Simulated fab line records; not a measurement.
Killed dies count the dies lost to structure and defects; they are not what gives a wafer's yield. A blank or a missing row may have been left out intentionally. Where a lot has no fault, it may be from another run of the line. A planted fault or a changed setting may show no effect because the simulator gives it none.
A struck lot beside a sound one | flow n5Finfet | 44 out of 1938 route steps
Sound: wafers L369.1, L369.2, L369.4. Struck: wafer L380.2 (left out: L380.4, L380.5 of the same lot, which were not struck); the cause appears at the end.
Per side, at each step with rows, come the tool, then ch with its chambers, and then its first start. Under that, the readings that differ: sound wafers | struck wafers | difference of the means | sigmas: that difference in standard deviations of wafers without a fault.
alike: readings whose means differ by less than 2 such deviations, and words and numbers that are the same on both sides. not compared: withheld readings, readings that some wafer has no value for, bounds like >300 that may hide the same value, and numbers for which the record gives no deviation and whose values overlap.
A row with sigmas, a row that says differs or no value, or rows on one side alone: a step with any of these is where the two part. Numbers that have no deviation but don't overlap get no sigmas and don't part them. A reading missing from all wafers of one side parts the sides only when that side holds two or more wafers.

first, 3 steps without rows for these wafers: N5_PMOS_HMC_CHANNEL_EPI_PRECLEAN_37 (cleans in O3/DIW, time 45 s); N5_PMOS_HMC_CHANNEL_EPI_PRECLEAN_24 (cleans in DHF, time 30 s); N5_PMOS_HMC_CHANNEL_EPI_SRD_25 (time 30 s).
N5_PMOS_HMC_CHANNEL_EPI_EPI_26: deposits Si from SiH4/H2, target thk 3.8 nm, time 22.7 s.
  sound on epiRpcvd-03 ch 0, day 1 20:17; struck on epiRpcvd-03 ch 0, day 4 16:07
  alike: throttleValvePct
N5_PMOS_HMC_CHANNEL_EPI_INSPECT_30: inspects for defects (darkfield).
  sound on defectInspect-01, day 1 20:39; struck on defectInspect-02, day 4 16:38
  alike: rawDefectCount
then, 4 steps without rows for these wafers: N5_FIN_SAQP_PRECLEAN_42 (cleans in O3/DIW, time 60 s); N5_FIN_SAQP_PRECLEAN_00 (cleans in SC1, time 60 s); N5_FIN_SAQP_PRECLEAN_44 (cleans in SC2, time 45 s); N5_FIN_SAQP_SRD_01 (time 30 s).
N5_FIN_SAQP_ALD_61: deposits SiO2, target thk 4 nm, pulse time 1 s, purge time 2 s.
  sound on aldSin-04 ch 0,1,2, day 1 20:46; struck on aldSin-01 ch 0, day 4 17:40
  alike: heaterPowerW, precursorPulseHeightRel
N5_FIN_SAQP_DENSIFY_62: time 60 s.
  sound on rtpAnneal-01 ch 0, day 1 20:58; struck on rtpAnneal-01 ch 0, day 4 17:53
  alike: lampPowerPct, lamp_zone_2_pct, wafer_temp_C_max
N5_FIN_SAQP_HM_DEP_03: deposits SiNx from SiH4/NH3/N2, target thk 38 nm, time 33.6 s.
  sound on pecvd-01 ch 0,1,2, day 1 21:11; struck on pecvd-01 ch 0, day 4 18:05
reading                                     | sound             | struck | difference | sigmas
model.SiNx_of_FIN_SAQP_HM_DEP_03.thkNm (nm) | 37.58 37.61 38.33 | 35.82  | -2.02      | 
  alike: heaterPowerW, showerheadPlenumPTorr, throttleValvePct
N5_FIN_SAQP_THK_MEAS_05:
  sound on filmMetro-02, day 1 21:17; struck on filmMetro-01, day 4 18:10
reading    | sound          | struck | difference | sigmas
thkNm (nm) | 37.6 37.6 38.3 | 35.8   | -2.0       | -4
then, 1 step without rows for these wafers: N5_FIN_SAQP_PECVD_47 (deposits a-Si from SiH4/He, target thk 45 nm, time 36.3 s).
N5_FIN_SAQP_PECVD_48: deposits SiNx from SiH4/NH3/N2, target thk 25 nm, time 22.1 s.
  sound on pecvd-02 ch 1, day 1 21:26; struck on pecvd-02 ch 0, day 4 18:14
  alike: heaterPowerW, showerheadPlenumPTorr, throttleValvePct
then, 1 step without rows for these wafers: N5_FIN_SAQP_PECVD_06 (deposits a-Si from SiH4/He, target thk 60 nm, time 48.1 s).
N5_FIN_SAQP_THK_MEAS_07:
  sound on filmMetro-01, day 1 21:46; struck on filmMetro-01, day 4 18:22
  alike: thkNm
then, 9 steps without rows for these wafers: N5_FIN_SAQP_HM_DEP_72 (deposits SiO2 from SiH4/N2O, target thk 12 nm, time 7.2 s); N5_FIN_SAQP_COAT_49 (time 60 s, resist thk 100 nm); N5_FIN_SAQP_COAT_50 (time 60 s, resist thk 35 nm); N5_FIN_SAQP_COAT_10 (resist thk 90 nm); N5_FIN_SAQP_EBR_12; N5_FIN_SAQP_SOFTBAKE_11 (time 60 s); N5_FIN_SAQP_EXPOSE_13 (exposes mask FIN CORE, target cd 35.6 nm); N5_FIN_SAQP_PEB_14 (peb time 60 s); N5_FIN_SAQP_DEVELOP_15 (develop time 30 s).
N5_FIN_SAQP_CD_MEAS_16: the cd target is 35.6 nm.
  sound on cdSem-01 ch 0, day 1 22:07; struck on cdSem-02 ch 0, day 4 18:52
  alike: cdNm
N5_FIN_SAQP_OVL_MEAS_17:
  sound on overlay-01 ch 0, day 1 22:10; struck on overlay-01 ch 0, day 4 18:54
  alike: FIN_CORE_OVL
N5_FIN_SAQP_INSPECT_18: inspects for defects (brightfield).
  sound on defectInspect-01, day 1 22:11; struck on defectInspect-02, day 4 18:55
  alike: rawDefectCount
then, 6 steps without rows for these wafers: N5_FIN_SAQP_DESCUM_21 (chemistry O2, time 7.9 s); N5_FIN_SAQP_ETCH_51 (etches SiARC in CF4, target depth 45.5 nm, time 75.8 s); N5_FIN_SAQP_ETCH_52 (etches SOC in N2/H2, target depth 100 nm, overetch 20 nm, time 150 s); N5_FIN_SAQP_STRIP_53 (strips in N2/H2); N5_FIN_SAQP_HM_OPEN_73 (chemistry CHF3/O2, target SiO2, stops on a-Si, target depth 12 nm, time 16.8 s); N5_FIN_SAQP_STRIP_74 (strips in CHF3/O2).
N5_FIN_SAQP_MANDREL_ETCH_22: etches a-Si in HBr/Cl2, stops on SiNx, target depth 60 nm, bt time 10 s, time 30 s.
  sound on rieSi-02 ch 2,3, day 1 22:56; struck on rieSi-01 ch 3, day 4 19:14
reading                  | sound       | struck | difference | sigmas
drypumpMotorCurrentA (A) | 5.5 5.3 5.4 | 6.4    | +1.0       | +2
  alike: mfcCl2Sccm, oesProductAu, throttleValvePct
  not compared: rfHoursCounterH
then, 5 steps without rows for these wafers: N5_FIN_SAQP_STRIP_55 (strips in N2/H2); N5_FIN_SAQP_STRIP_23 (strips in SPM, time 750 s); N5_FIN_SAQP_SRD_66 (time 30 s); N5_FIN_SAQP_RECESS_75 (chemistry HF/NH3, target SiO2, target depth 14.4 nm, afs cycles 3, sublimation time 60 s); N5_FIN_SAQP_SPACER1_ALD_24 (deposits SiO2, target thk 20.3 nm, pulse time 1 s, purge time 2 s).
N5_FIN_SAQP_HM_OPEN_33: chemistry CH3F/O2, target SiNx, target depth 49.4 nm, time 70.6 s.
  sound on rieDiel-06 ch 0,1,3, day 2 02:17; struck on rieDiel-05 ch 1, day 4 22:43
reading                 | sound            | struck | difference | sigmas
etchRfOnTimeS (s)       | 68.6 71.7 70.3   | 65.0   | -5.2       | -4
model.etch.depthNm (nm) | 36.95 36.95 37.7 | 35.19  | -2.01      | 
  alike: drypumpMotorCurrentA, oesProductAu, rfVppV, showerheadPlenumPTorr, throttleValvePct
  not compared: rfHoursCounterH
N5_STI_FIN_REVEAL_RECESS_09: chemistry HF/NH3, target SiO2, afs cycles 11, target depth 42.5 nm, sublimation time 60 s.
  sound on vaporEtch-01 ch 0,1, day 2 10:19; struck on vaporEtch-02 ch 1, day 5 07:06
reading                                     | sound          | struck | difference | sigmas
model.SiNx_of_FIN_SAQP_HM_DEP_03.thkNm (nm) | 17.6 17.8 18.4 | 15.8   | -2.1       | 
  alike: drypumpMotorCurrentA, tempC
-- here the record skips 7 days between the struck wafers' starts before and after, leaving off in module STI_FIN_REVEAL and picking up in module BEOL_M4 (first step shown: number 1111 of the route) --
N5_BEOL_M4_RC_MEAS_101:
  sound on prober-02 ch 0, day 9 07:44; struck on prober-01 ch 0, day 12 11:46
  alike: DIBL_N, DIBL_P, IOFF_N, IOFF_P, ION_N, ION_P, SS_N, SS_P, VT_N, VT_P

WHERE THEY PART
First at N5_FIN_SAQP_THK_MEAS_05; last, within this record, at N5_FIN_SAQP_HM_OPEN_33. Later steps at which nothing parts them and some readings are alike: N5_STI_FIN_REVEAL_RECESS_09, N5_BEOL_M4_RC_MEAS_101.

WHY: what the simulator had put in
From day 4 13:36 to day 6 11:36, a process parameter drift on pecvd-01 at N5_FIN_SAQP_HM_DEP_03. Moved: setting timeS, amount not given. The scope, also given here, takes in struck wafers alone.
